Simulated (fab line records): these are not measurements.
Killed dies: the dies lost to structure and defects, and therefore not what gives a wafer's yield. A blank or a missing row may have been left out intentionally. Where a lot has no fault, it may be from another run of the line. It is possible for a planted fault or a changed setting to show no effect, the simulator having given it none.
fab line records -- flow nand-harc
record lots=12, wafers=36, last-day=32
route steps=1302 shown P_M1@298 P_M2@330 END@1302
lots with no fault: from the same line, run without faults
start-h: the number of hours between the record's first day and the start of the first shown wafer of the lot -- wait-h: hours elapsed since this lot's preceding step -- " repeats the value in the row above -- L1.1+2: a single row standing in for several wafers -- - no value, or no start given -- * or withheld: withheld -- < > ~ a bound
route shown NAME@n: NAME is a module with steps in the file, n the number in the route of the first one -- usual: the fault-free wafers' mean and standard deviation -- same: alike in all rows -- chamber/n: place in a boat -- sites: readings site by site -- _std_site: standard deviation across them -- _edge_site: inner sites' mean taken away from outer sites' mean -- radius-mm: for every site, how far away it sits from the centre of the wafer -- mask NAME#n: copy n -- behind: tool/chamber where the wafer was last shaped -- hold: the reason the lot was held/the length of the hold in hours/how it ended -- device: whichever transistor did not switch (one of n, p or np) -- end of line: the tests these same wafers got at the end of their route -- a step without rows: its recipe alone -- killed: dies lost to structure and defects at the first sort, not the wafer's yield -- map: shows each die of a wafer: x if killed, . if not, _ if none is there
set.NAME: the run value of the setting; set.NAME@STEP: its run value at that earlier step -- model.NAME: the simulator's own value behind a step, which no gauge read
steps of the route over a sample of lots; a table a step, a row a wafer
services: the hour from which a tool's chamber was out of use, counted from the record's first day as start-h (under 0 if before that day), plus the number of hours and why
## steps
# step NHARC_P_M1_DESCUM_14
# recipe time-s=3, o2-flow-sccm=200, ar-flow-sccm=0, bias-power-w=0, chemistry=O2
# usual chamber-pressure-mTorr=60.00/0.061, drypump-motor-current-A=5.7/0.46, mfc-ar-sccm=0.014/0.013, oes-product-au=1.000/0.0066, rf-vpp-V=58.0/0.87, showerhead-plenum-p-Torr=1.94/0.073, throttle-valve-pct=11.312/0.0096
lot.wafer,tool,chamber,start-h,wait-h,chamber-pressure-mTorr,drypump-motor-current-A,mfc-ar-sccm,oes-product-au,rf-hours-counter-h,rf-vpp-V,showerhead-plenum-p-Torr,throttle-valve-pct
L949.3,rie-diel-09,3,138.61,0.1,60.04,5.3,0.016,1.011,14,58.2,2.06,11.317
L949.2,rie-diel-09,0,138.61,0.1,59.92,5.0,0.025,1.002,14,57.5,1.91,11.319
L949.5,rie-diel-09,2,138.61,0.1,59.99,6.1,0,0.999,-,57.0,1.91,11.307
L951.2,rie-diel-07,2,160.50,0.1,60.02,5.4,0.030,0.995,2,58.5,2.02,11.307
L951.4,rie-diel-07,3,160.50,0.1,60.08,5.6,0,1.000,3,57.5,1.93,11.311
L951.5,rie-diel-07,2,160.50,0.1,59.86,5.4,0.030,0.994,-,59.3,2.02,11.302
L952.2,rie-diel-09,1,175.02,0.1,60.02,6.6,0.034,0.996,2,57.6,1.79,11.310
L952.5,rie-diel-09,3,175.02,0.1,59.96,5.3,0.016,0.994,-,57.7,2.06,11.316
L952.6,rie-diel-09,0,175.02,0.1,59.99,5.0,0.025,1.006,-,58.6,1.91,11.323
L953.3,rie-diel-09,3,175.62,0.1,60.02,5.3,0.016,0.995,2,58.7,2.06,11.306
L953.5,rie-diel-09,1,175.62,0.1,60.02,6.6,0.034,1.005,-,58.6,1.79,11.311
L953.6,rie-diel-09,2,175.62,0.1,60.00,6.1,0,0.984,-,58.2,1.91,11.311
L954.2,rie-diel-07,3,186.86,0.1,59.97,5.7,0,1.011,4,59.0,1.93,11.298
L954.1,rie-diel-07,0,186.86,0.1,59.97,5.5,0,1.009,4,58.0,1.98,11.333
L954.4,rie-diel-07,2,186.86,0.1,59.98,5.3,0.030,0.998,4,58.4,2.02,11.319
L955.2,rie-diel-07,2,196.81,0.1,60.14,5.4,0.030,1.003,4,58.1,2.02,11.321
L955.3,rie-diel-07,0,196.81,0.1,59.84,5.5,0,1.005,4,58.4,1.98,11.333
L955.5,rie-diel-07,3,196.81,0.1,60.01,5.7,0,1.019,-,58.5,1.93,11.320
L956.2,rie-diel-09,1,202.38,0.1,60.04,6.6,0.034,1.011,4,58.5,1.79,11.326
L956.4,rie-diel-09,3,202.38,0.1,60.01,5.2,0.016,0.993,5,57.8,2.06,11.315
L956.6,rie-diel-09,1,202.38,0.1,60.06,6.6,0.034,1.006,-,58.0,1.79,11.316
L960.2,rie-diel-07,1,240.20,0.1,59.98,6.2,0.016,0.990,8,57.9,1.89,11.323
L960.5,rie-diel-07,2,240.20,0.1,59.97,5.4,0.030,0.995,-,58.1,2.02,11.313
L960.6,rie-diel-07,3,240.20,0.1,60.01,5.7,0,0.994,-,57.3,1.93,11.307
L961.2,rie-diel-07,2,254.80,0.1,60.00,5.4,0.030,1.003,8,57.1,2.02,11.319
L961.5,rie-diel-07,0,254.80,0.1,60.01,5.5,0,1.007,-,58.3,1.98,11.323
L961.6,rie-diel-07,1,254.80,0.1,60.05,6.2,0.016,0.999,-,56.3,1.89,11.304
L963.1,rie-diel-07,2,272.29,0.1,60.02,5.4,0.030,1.002,8,58.5,2.02,11.301
L963.2,rie-diel-07,3,272.29,0.1,59.93,5.6,0,0.994,8,57.3,1.93,11.314
L963.5,rie-diel-07,3,272.29,0.1,59.93,5.7,0,0.995,-,57.1,1.93,11.306
L968.2,rie-diel-07,2,325.38,0.1,59.99,5.4,0.030,1.000,2,58.1,2.02,11.305
L968.1,rie-diel-07,3,325.38,0.1,60.13,5.6,0,1.000,1,58.6,1.93,11.306
L968.6,rie-diel-07,3,325.38,0.1,60.02,5.7,0,1.001,-,56.0,1.93,11.305
L969.4,rie-diel-09,0,339.87,0.1,60.00,5.0,0.025,1.004,0,56.4,1.90,11.292
L969.2,rie-diel-09,1,339.87,0.1,59.98,6.6,0.034,0.998,0,58.1,1.79,11.301
L969.5,rie-diel-09,3,339.87,0.1,60.01,5.2,0.016,0.990,-,58.6,2.06,11.316
# step NHARC_P_M1_ANNEAL_31
# recipe temp-c=225, time-s=90
# usual wafer_temp_C_max=225.52/0.18
lot.wafer,tool,chamber,start-h,wait-h,wafer_temp_C_max
L949.2,rtp-anneal-01,0,140.49,0.4,225.52
L949.3,rtp-anneal-01,0,140.49,0.4,225.64
L949.5,rtp-anneal-01,0,140.49,0.4,225.46
L951.2,rtp-anneal-01,0,162.31,0.4,225.42
L951.4,rtp-anneal-01,0,162.31,0.4,225.80
L951.5,rtp-anneal-01,0,162.31,0.4,225.51
L952.2,rtp-anneal-02,0,176.85,0.4,225.39
L952.5,rtp-anneal-02,0,176.85,0.4,225.41
L952.6,rtp-anneal-02,0,176.85,0.4,225.51
L953.3,rtp-anneal-02,0,177.51,-,225.46
L953.5,rtp-anneal-02,0,177.51,-,225.63
L953.6,rtp-anneal-02,0,177.51,-,225.46
L954.1,rtp-anneal-01,0,188.63,-,225.52
L954.2,rtp-anneal-01,0,188.63,-,225.76
L954.4,rtp-anneal-01,0,188.63,-,225.67
L955.2,rtp-anneal-02,0,198.60,-,225.59
L955.3,rtp-anneal-02,0,198.60,-,225.69
L955.5,rtp-anneal-02,0,198.60,-,225.65
L956.2,rtp-anneal-02,0,204.21,0.4,225.29
L956.4,rtp-anneal-02,0,204.21,0.4,225.67
L956.6,rtp-anneal-02,0,204.21,0.4,225.60
L960.2,rtp-anneal-02,0,241.99,0.4,225.80
L960.5,rtp-anneal-02,0,241.99,0.4,225.61
L960.6,rtp-anneal-02,0,241.99,0.4,225.65
L961.2,rtp-anneal-01,0,256.59,0.3,225.69
L961.5,rtp-anneal-01,0,256.59,0.3,226.09
L961.6,rtp-anneal-01,0,256.59,0.3,225.83
L963.1,rtp-anneal-02,0,274.52,0.3,225.32
L963.2,rtp-anneal-02,0,274.52,0.3,225.54
L963.5,rtp-anneal-02,0,274.52,0.3,225.80
L968.1,rtp-anneal-02,0,327.72,-,225.42
L968.2,rtp-anneal-02,0,327.72,-,225.54
L968.6,rtp-anneal-02,0,327.72,-,225.47
L969.2,rtp-anneal-02,0,341.70,0.4,225.61
L969.4,rtp-anneal-02,0,341.70,0.4,225.50
L969.5,rtp-anneal-02,0,341.70,0.4,225.52
# step NHARC_P_M1_DEP_33
# recipe target-thk-a=300, temp-c=370, target-thk-nm=30, pressure-torr=3, flow-sccm=200, rf-w=450, material=SiCN
# usual heater-power-w=584/70
lot.wafer,tool,chamber,start-h,wait-h,heater-power-w
L949.2,pecvd-03,1,141.48,0.1,674
L949.3,pecvd-03,2,141.48,0.1,553
L949.5,pecvd-03,0,141.48,0.1,522
L951.2,pecvd-04,0,163.31,0.1,649
L951.4,pecvd-04,1,163.31,0.1,635
L951.5,pecvd-04,0,163.31,0.1,654
L952.2,pecvd-01,2,177.81,0.1,568
L952.5,pecvd-01,1,177.81,0.1,498
L952.6,pecvd-01,2,177.81,0.1,559
L953.3,pecvd-03,0,178.44,0.1,521
L953.5,pecvd-03,1,178.44,0.1,653
L953.6,pecvd-03,0,178.44,0.1,510
L954.1,pecvd-04,1,189.59,0.1,592
L954.2,pecvd-04,0,189.59,0.1,612
L954.4,pecvd-04,2,189.59,0.1,399
L955.3,pecvd-03,0,199.56,0.1,591
L955.2,pecvd-03,1,199.56,0.1,702
L955.5,pecvd-03,1,199.56,0.1,695
L956.2,pecvd-04,0,205.12,0.1,605
L956.6,pecvd-04,0,205.12,0.1,593
L956.4,pecvd-04,1,205.12,0.1,580
L960.2,pecvd-03,2,242.99,0.1,627
L960.5,pecvd-03,0,242.99,0.1,592
L960.6,pecvd-03,2,242.99,0.1,630
L961.2,pecvd-03,2,257.51,0.1,526
L961.5,pecvd-03,0,257.51,0.1,626
L961.6,pecvd-03,1,257.51,0.1,721
L963.1,pecvd-01,1,275.48,0.1,506
L963.2,pecvd-01,2,275.48,0.1,591
L963.5,pecvd-01,1,275.48,0.1,501
L968.1,pecvd-03,0,328.69,0.1,579
L968.2,pecvd-03,1,328.69,0.1,690
L968.6,pecvd-03,1,328.69,0.1,682
L969.2,pecvd-03,1,342.65,0.1,651
L969.5,pecvd-03,0,342.65,0.1,500
L969.4,pecvd-03,1,342.65,0.1,684
# step NHARC_P_M2_INSPECT_11
# usual raw-defect-count=4.5/2.8
lot.wafer,tool,chamber,start-h,wait-h,raw-defect-count
L949.2,defect-inspect-02,-,142.70,0.0,5
L949.3,defect-inspect-02,-,142.70,0.0,2
L949.5,defect-inspect-02,-,142.70,0.0,7
L951.2,defect-inspect-02,-,164.60,0.0,7
L951.4,defect-inspect-02,-,164.60,0.0,8
L951.5,defect-inspect-02,-,164.60,0.0,10
L952.2,defect-inspect-01,-,179.13,0.0,3
L952.5,defect-inspect-01,-,179.13,0.0,4
L952.6,defect-inspect-01,-,179.13,0.0,6
L953.3,defect-inspect-01,-,179.73,0.0,4
L953.5,defect-inspect-01,-,179.73,0.0,8
L953.6,defect-inspect-01,-,179.73,0.0,3
L954.1,defect-inspect-01,-,190.84,0.0,3
L954.2,defect-inspect-01,-,190.84,0.0,6
L954.4,defect-inspect-01,-,190.84,0.0,0
L955.2,defect-inspect-01,-,200.77,0.0,3
L955.3,defect-inspect-01,-,200.77,0.0,6
L955.5,defect-inspect-01,-,200.77,0.0,1
L956.2,defect-inspect-01,-,206.37,0.0,5
L956.4,defect-inspect-01,-,206.37,0.0,6
L956.6,defect-inspect-01,-,206.37,0.0,6
L960.2,defect-inspect-02,-,244.28,0.0,5
L960.5,defect-inspect-02,-,244.28,0.0,3
L960.6,defect-inspect-02,-,244.28,0.0,3
L961.2,defect-inspect-02,-,258.88,0.0,1
L961.5,defect-inspect-02,-,258.88,0.0,1
L961.6,defect-inspect-02,-,258.88,0.0,3
L963.1,defect-inspect-01,-,276.73,0.0,11
L963.2,defect-inspect-01,-,276.73,0.0,8
L963.5,defect-inspect-01,-,276.73,0.0,10
L968.1,defect-inspect-02,-,330.03,0.0,606
L968.2,defect-inspect-02,-,330.03,0.0,617
L968.6,defect-inspect-02,-,330.03,0.0,616
L969.2,defect-inspect-02,-,343.98,0.0,632
L969.4,defect-inspect-02,-,343.98,0.0,603
L969.5,defect-inspect-02,-,343.98,0.0,610
# step NHARC_P_M2_ETCH_15
# recipe target-depth-a=1825, time-s=91.2, c4f8-flow-sccm=withheld, ar-flow-sccm=400, rf-w=600, bias-w=300, chemistry=C4F8/Ar
# usual chamber-pressure-mTorr=24.998/0.022, oes-product-au=0.954/0.022, rf-vpp-V=440.8/2.9
lot.wafer,tool,chamber,start-h,wait-h,chamber-pressure-mTorr,oes-product-au,rf-hours-counter-h,rf-vpp-V
L949.2,rie-diel-06,2,-,-,24.994,0.970,0.5,437.7
L949.3,rie-diel-06,3,-,-,24.995,0.965,0.5,439.0
L949.5,rie-diel-06,2,-,-,24.986,0.973,-,437.3
L951.4,rie-diel-06,1,-,-,24.994,0.933,0.6,443.8
L951.2,rie-diel-06,2,-,-,24.984,0.912,1.7,436.2
L951.5,rie-diel-06,0,-,-,24.986,0.921,-,441.8
L952.2,rie-diel-06,0,-,-,25.022,0.982,1.8,443.1
L952.6,rie-diel-06,0,-,-,24.960,0.983,-,441.8
L952.5,rie-diel-06,1,-,-,25.004,0.966,-,444.1
L953.3,rie-diel-06,2,-,-,24.980,0.981,2.3,436.4
L953.5,rie-diel-06,1,-,-,25.050,0.979,-,444.0
L953.6,rie-diel-06,2,-,-,25.017,0.974,-,436.4
L954.1,rie-diel-06,0,-,-,24.997,0.937,3.0,441.6
L954.2,rie-diel-06,2,-,-,25.010,0.931,3.2,435.8
L954.4,rie-diel-06,3,-,-,24.976,0.921,2.8,437.7
L955.2,rie-diel-05,2,-,-,24.996,0.933,8.0,444.8
L955.3,rie-diel-05,0,-,-,25.012,0.924,5.3,443.5
L955.5,rie-diel-05,2,-,-,24.993,0.930,-,444.7
L956.4,rie-diel-06,2,-,-,24.989,0.975,3.5,437.6
L956.2,rie-diel-06,3,-,-,24.944,0.975,3.1,438.1
L956.6,rie-diel-06,3,-,-,25.013,0.974,-,438.0
L960.2,rie-diel-06,1,-,-,24.966,0.977,4.5,446.1
L960.5,rie-diel-06,3,-,-,25.016,0.961,-,439.8
L960.6,rie-diel-06,0,-,-,24.999,0.982,-,442.2
L961.2,rie-diel-05,1,-,-,24.993,0.963,1.9,441.1
L961.6,rie-diel-05,1,-,-,25.048,0.971,-,442.0
L961.5,rie-diel-05,2,-,-,24.999,0.983,-,445.1
L963.2,rie-diel-06,0,-,-,24.989,0.932,6.7,441.9
L963.1,rie-diel-06,3,-,-,24.974,0.927,6.1,437.7
L963.5,rie-diel-06,0,-,-,24.995,0.930,-,440.8
L968.1,rie-diel-06,3,-,-,24.988,0.968,1.5,438.5
L968.2,rie-diel-06,0,-,-,25.032,0.980,1.6,441.7
L968.6,rie-diel-06,3,-,-,25.006,0.969,-,437.9
L969.2,rie-diel-06,2,-,-,24.971,0.925,2.3,437.0
L969.4,rie-diel-06,3,-,-,24.969,0.938,2.6,436.9
L969.5,rie-diel-06,1,-,-,25.031,0.943,-,442.6
# step NHARC_END_SORT_01
# recipe temp-c=25
# usual defect-limited-yield=90/3.3, killed-at-array=61/22, killed-at-other=0.8/1, killed-at-periphery=3.8/2.3, killed-dies=66/22, killed-open=3.2/1.9, killed-short=2.8/1.8
# same gross-dies=677
lot.wafer,tool,chamber,start-h,wait-h,defect-limited-yield[%],killed-at-array,killed-at-other,killed-at-periphery,killed-dies,killed-open,killed-short
L953.3,prober-01,0,610.11,3.1,93,49,1,0,50,3,1
L953.5,prober-01,0,611.69,3.7,94,40,0,4,44,2,4
L953.6,prober-01,0,612.48,4.0,93,47,0,2,49,2,2
L968.1,prober-01,0,752.42,2.5,79,52,1,89,142,1,3
L968.2,prober-01,0,753.23,2.8,83,34,0,83,117,2,0
L968.6,prober-01,0,756.47,4.0,80,52,0,84,136,2,1
L969.2,prober-02,0,777.11,2.8,79,61,0,81,142,5,0
L969.4,prober-02,0,778.72,3.4,77,67,0,87,154,3,0
L969.5,prober-02,0,779.52,3.7,77,55,1,97,153,4,3
# killed by level:class
L953.3 A_CHANNEL_HOLE_D2:chamber-film-flake=31 A_CHANNEL_HOLE_D1:chamber-film-flake=4 A_DECK1_JOINT:chamber-film-flake=4 A_CONTACT:chamber-film-flake=3 A_M0:geometric-particle:open=2 A_STAIRCASE:chamber-film-flake=2 A_CHANNEL_HOLE_D1:geometric-particle:short=1 A_ONON_D2:geometric-particle:open=1
L953.5 A_CHANNEL_HOLE_D2:chamber-film-flake=27 A_CONTACT:chamber-film-flake=5 A_CHANNEL_FILL_D1:geometric-particle:short=2 P_M1:chamber-film-flake=2 A_CHANNEL_HOLE_D2:geometric-particle:short=1 A_WL_FILL:geometric-particle:short=1 A_BLC:geometric-particle:open=1 A_M0:geometric-particle:open=1
L953.6 A_CHANNEL_HOLE_D2:chamber-film-flake=30 A_CONTACT:chamber-film-flake=5 A_CHANNEL_HOLE_D1:chamber-film-flake=4 A_DECK1_JOINT:chamber-film-flake=3 A_ONON_D2:geometric-particle:open=1 A_WL_FILL:geometric-particle:short=1 A_BLC:geometric-particle:short=1 A_M0:geometric-particle:open=1
L968.1 P_M1:unspecified=88 A_CHANNEL_HOLE_D2:chamber-film-flake=20 A_SLIT:chamber-film-flake=19 A_CHANNEL_HOLE_D1:chamber-film-flake=4 A_ONON_D2:geometric-particle:short=2 A_STAIRCASE:chamber-film-flake=2 A_CONTACT:chamber-film-flake=2 P_GATE:geometric-particle:open=1
L968.2 P_M1:unspecified=80 A_CHANNEL_HOLE_D2:chamber-film-flake=14 A_SLIT:chamber-film-flake=10 A_CHANNEL_HOLE_D1:chamber-film-flake=4 A_CONTACT:chamber-film-flake=4 P_M0:geometric-particle:open=1 P_M2:geometric-particle:open=1 P_ZERO_WELL:chamber-film-flake=1
L968.6 P_M1:unspecified=79 A_SLIT:chamber-film-flake=20 A_CHANNEL_HOLE_D2:chamber-film-flake=14 A_CHANNEL_HOLE_D1:chamber-film-flake=10 A_CONTACT:chamber-film-flake=5 P_GATE:geometric-particle:open=1 A_SOURCE_PLATE:geometric-particle:open=1 A_CHANNEL_FILL_D2:geometric-particle:short=1
L969.2 P_M1:unspecified=78 A_SLIT:chamber-film-flake=31 A_CHANNEL_HOLE_D1:chamber-film-flake=11 A_CONTACT:chamber-film-flake=8 A_CHANNEL_FILL_D2:chamber-film-flake=3 A_STAIRCASE:chamber-film-flake=2 P_M1:chamber-film-flake=2 P_GATE:geometric-particle:open=1
L969.4 P_M1:unspecified=83 A_SLIT:chamber-film-flake=34 A_CONTACT:chamber-film-flake=13 A_CHANNEL_HOLE_D1:chamber-film-flake=12 A_DECK1_JOINT:chamber-film-flake=3 P_GATE:chamber-film-flake=2 P_M1:chamber-film-flake=2 A_SOURCE_PLATE:geometric-particle:open=1
L969.5 P_M1:unspecified=94 A_SLIT:chamber-film-flake=19 A_CHANNEL_HOLE_D1:chamber-film-flake=18 A_CONTACT:chamber-film-flake=7 A_WL_FILL:geometric-particle:short=3 A_SOURCE_PLATE:geometric-particle:open=1 A_WL_FILL:geometric-particle:open=1 A_BLC:geometric-particle:open=1
## services
tool,chamber,start-h,hours,kind
rie-diel-07,-,117.30,9.0,pm
pecvd-04,-,127.92,13.0,pm
pecvd-01,-,130.14,13.0,pm
rie-diel-06,-,130.20,9.0,pm
rie-diel-09,-,143.10,9.0,pm
rie-diel-09,2,158.61,1.7,repair
pecvd-04,1,163.69,4.2,repair
pecvd-03,-,173.08,2.4,repair
rie-diel-07,-,174.76,2.2,repair
pecvd-03,-,185.00,13.0,pm
pecvd-01,1,212.34,20.4,repair
rie-diel-05,-,229.60,9.0,pm
rie-diel-06,2,264.59,4.0,repair
rie-diel-07,-,266.91,4.6,repair
pecvd-04,1,271.63,17.4,repair
rie-diel-09,2,286.83,1.6,repair
rie-diel-07,-,294.30,9.0,pm
rie-diel-06,-,307.20,9.0,pm
pecvd-04,-,308.92,13.0,pm
rie-diel-09,-,320.10,9.0,pm
pecvd-04,0,331.84,4.2,repair
pecvd-04,1,333.54,16.0,repair
rie-diel-06,-,335.88,1.2,repair
rie-diel-07,3,339.67,20.3,repair
## key
first-sign step=NHARC_P_M2_INSPECT_11, reading=raw-defect-count, direction=up, sigmas=99+, usual=4.5, struck=614
effect step=NHARC_END_SORT_01, reading=killed-at-periphery, direction=up, sigmas=36, usual=3.8, struck=86.8
more-kills-born-at NHARC_P_M1_DEP_33@pecvd-03=502
met-at NHARC_P_M1_DEP_33
struck-lots L968,L969
not-acting-at NHARC_P_M1_DESCUM_14,NHARC_P_M1_ANNEAL_31,NHARC_P_M2_ETCH_15
onset-between 257.51 328.69
also-fits time
fault kind=chamber-particle-source, tool=pecvd-03, chamber=-, onset-h=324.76, steps=NHARC_P_M1_DEP_33, rate-per-visit-cm2=0.94357, end-h=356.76
